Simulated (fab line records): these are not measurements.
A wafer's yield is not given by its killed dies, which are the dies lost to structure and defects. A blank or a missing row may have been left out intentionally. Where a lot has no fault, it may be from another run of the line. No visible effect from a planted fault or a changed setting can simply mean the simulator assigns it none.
Lot-split experiment | flow n5 finfet | 21 wafers read across 7 lots, on a route 1938 steps long

THE SPLIT ITSELF
At N5_HKMG_FIN_ETCH_55 (etches SOC in N2/H2, target depth 240 nm, time 300 s), the setting time s was moved away from the recipe's 300 s on 6 of the 21 wafers read, by -8.7% to +17.1%. The other wafers ran this setting at the recipe's value.

The reading comes from the split's own step.

THE READING
SiARC_of_HKMG_FIN_COAT_42.thk nm (the simulator's own value, which no gauge read), in nm, at N5_HKMG_FIN_ETCH_55 (etches SOC in N2/H2, target depth 240 nm, time 300 s). The file gives no usual value for it. Across the 15 wafers here that went through the recipe, the average is 21.3 nm and the standard deviation 0.28 nm.

wafer  | tool, chamber at the split | time s as run, s | against the recipe | SiARC_of_HKMG_FIN_COAT_42.thk nm, nm | against lot-mates on the recipe
L074.1 | rie diel-05, 0             | 300              | recipe             | 21.2                                 | -
L074.3 | rie diel-05, 2             | 300              | recipe             | 21.2                                 | -
L074.4 | rie diel-05, 3             | 300              | recipe             | 21.4                                 | -
L076.1 | rie diel-05, 1             | 300              | recipe             | 21.6                                 | -
L076.2 | rie diel-05, 0             | 300              | recipe             | 21.8                                 | -
L076.5 | rie diel-05, 2             | 300              | recipe             | 21.6                                 | -
L077.1 | rie diel-05, 1             | 300              | recipe             | 21.6                                 | -
L077.4 | rie diel-05, 0             | 300              | recipe             | 21.6                                 | -
L077.5 | rie diel-05, 3             | 300              | recipe             | 21.2                                 | -
L079.2 | rie diel-05, 2             | 277.7            | -7.4%              | 22.6                                 | +1.4
L079.3 | rie diel-05, 3             | 300              | recipe             | 21.2                                 | -
L079.6 | rie diel-05, 3             | 300              | recipe             | 21.2                                 | -
L084.1 | rie diel-06, 0             | 317.5            | +5.8%              | 20.4                                 | -0.4
L084.3 | rie diel-06, 1             | 300              | recipe             | 20.8                                 | -
L084.4 | rie diel-06, 3             | 300              | recipe             | 20.8                                 | -
L090.1 | rie diel-03, 0             | 351.2            | +17.1%             | 19.2                                 | -2.2
L090.2 | rie diel-03, 2             | 300              | recipe             | 21.4                                 | -
L090.6 | rie diel-03, 3             | 351.2            | +17.1%             | 19.4                                 | -2.0
L091.1 | rie diel-03, 0             | 273.8            | -8.7%              | 22.6                                 | +1.2
L091.3 | rie diel-03, 2             | 300              | recipe             | 21.4                                 | -
L091.6 | rie diel-03, 0             | 273.8            | -8.7%              | 22.6                                 | +1.2

THE FIT
A straight line over all 21 wafers: SiARC_of_HKMG_FIN_COAT_42.thk nm changes by -0.13 nm for each +1% of time s; r = -0.95; the points scatter about the line by 0.27 nm.
The same after taking each lot's own level away (the mean of its wafers on the recipe; 21 wafers): -0.129 nm for each +1%; r = -0.98; scatter 0.16 nm.
The reading moves by 2.2 nm for the largest change in time s, on that fit.
From 20.80 to 21.67 nm: that is the span of the lots' own levels, equal to 3.1 times the standard deviation above.
So the lot-to-lot level changes the slope little: the two slopes agree.
Check: -2.11 nm against its lot-mates is what the line predicts for one of the wafers moved furthest among these (+17.1%) when that wafer is left out of the fit. Against them it came out at -2.2 nm.

OTHER SPLITS ON THESE WAFERS
Other splits were also applied to these wafers ahead of the reading. Each is held against what the fit with the lots' levels taken away leaves over:
other split on the same wafers       | wafers away from the commonest value | r with SiARC_of_HKMG_FIN_COAT_42.thk nm (lot level and that fit taken away)
N5_SD_EPI_N_EPI_21 epi growth time s | 6                                    | +0.02
N5_ILD0_CMP_12 down force psi        | 9                                    | +0.07
N5_SDB_COAT_03 spin rpm              | 8                                    | -0.01

THE WHOLE CHAIN: every reading that the file lists as answering this split, in the file's order
step                | what it does                                         | reading                                                                           | change (the file's fit)               | r (the file's)
N5_HKMG_FIN_ETCH_55 | etches SOC in N2/H2, target depth 240 nm, time 300 s | etch.depth nm (the simulator's own value, which no gauge read)                    | +2.37 nm for each +1% of the setting  | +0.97
N5_HKMG_FIN_ETCH_55 | etches SOC in N2/H2, target depth 240 nm, time 300 s | HKMG_FIN.feature depth nm (the simulator's own value, which no gauge read)        | +2.37 nm for each +1% of the setting  | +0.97
N5_HKMG_FIN_ETCH_55 | etches SOC in N2/H2, target depth 240 nm, time 300 s | SiARC_of_HKMG_FIN_COAT_42.thk nm (the simulator's own value, which no gauge read) | -0.129 nm for each +1% of the setting | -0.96

FILE'S OWN FIT
SiARC_of_HKMG_FIN_COAT_42.thk nm changes by -0.129 nm for each +1% of time s, r = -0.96.
